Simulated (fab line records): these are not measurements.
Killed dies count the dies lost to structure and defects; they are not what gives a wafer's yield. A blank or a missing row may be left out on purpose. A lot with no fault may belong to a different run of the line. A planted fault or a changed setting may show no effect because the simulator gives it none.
Which tool was responsible? | flow nandHarc | 11 lots, 33 wafers sampled, at 2 steps of a route of 1302

== WHAT THE GAUGES READ, wafer by wafer ==
NHARC_P_ZERO_WELL_CD_MEAS_11 targets a cd of 500 nm.
lot  | measured     | on       | cdNm (nm)
L793 | day 1 21:19  | cdSem-02 | 501.6 502.3 502.3
L794 | day 2 07:13  | cdSem-02 | 499.3 499.7 497.8
L795 | day 2 17:07  | cdSem-02 | 499.7 494.1 499.6
L796 | day 3 03:07  | cdSem-01 | 502.2 499.4 500.8
L797 | day 3 13:15  | cdSem-01 | 500.4 497.9 502.1
L798 | day 3 23:15  | cdSem-01 | 501.3 498.7 499.8
L799 | day 4 09:14  | cdSem-02 | 498.9 500.1 498.9
L802 | day 5 15:07  | cdSem-01 | 501.6 499.6 502.1
L809 | day 8 13:14  | cdSem-01 | 521.4 523.0 524.6
L811 | day 9 09:14  | cdSem-01 | 519.9 521.5 519.3
L815 | day 11 01:07 | cdSem-03 | 501.2 499.6 500.9

== TOOL THAT RAN EACH LOT (tool first, then ch and the chambers of the sampled wafers, then the start) ==
lot  | NHARC_P_ZERO_WELL_PEB_09
L793 | lithoTrack-07 ch 0, day 1 21:13
L794 | lithoTrack-05 ch 0, day 2 07:07
L795 | lithoTrack-05 ch 0, day 2 17:02
L796 | lithoTrack-05 ch 0, day 3 03:02
L797 | lithoTrack-07 ch 0, day 3 13:10
L798 | lithoTrack-05 ch 0, day 3 23:10
L799 | lithoTrack-03 ch 0, day 4 09:09
L802 | lithoTrack-05 ch 0, day 5 15:02
L809 | lithoTrack-05 ch 0, day 8 13:09
L811 | lithoTrack-05 ch 0, day 9 09:09
L815 | lithoTrack-03 ch 0, day 11 01:02
- NHARC_P_ZERO_WELL_PEB_09: peb time 80 s.

== THE ANSWER, worked out from the rows above alone ==
Rule: usual is defined by the lots themselves. Put in order of their means at a reading, lots are off if they are a third of the lots or fewer, leave a main group of 4 or more, and stand apart from it by a gap of 3 or more times the standard deviation of the main group's means; of several such gaps the widest counts. Not used: any main group whose means are identical at the precision the tables above print for the reading. A lot without any number at a reading at which 4 lots or more have one is off too. Where the step has rows for the other lots, those lots are counted as sound.
Off: L809, L811, at NHARC_P_ZERO_WELL_CD_MEAS_11 (cdNm). Mean 500.1 nm and standard deviation 1.2 in the main group.
A tool fits if, at a process step before that reading, it ran every lot that is off, and no sound lot after the first of them. Gauges at NHARC_P_ZERO_WELL_CD_MEAS_11: tried the same way as those tools. Can't be told from this: 2 tools fit, lithoTrack-05 at NHARC_P_ZERO_WELL_PEB_09, cdSem-01 at NHARC_P_ZERO_WELL_CD_MEAS_11.

== WHAT THE SIMULATOR HAD INSERTED ==
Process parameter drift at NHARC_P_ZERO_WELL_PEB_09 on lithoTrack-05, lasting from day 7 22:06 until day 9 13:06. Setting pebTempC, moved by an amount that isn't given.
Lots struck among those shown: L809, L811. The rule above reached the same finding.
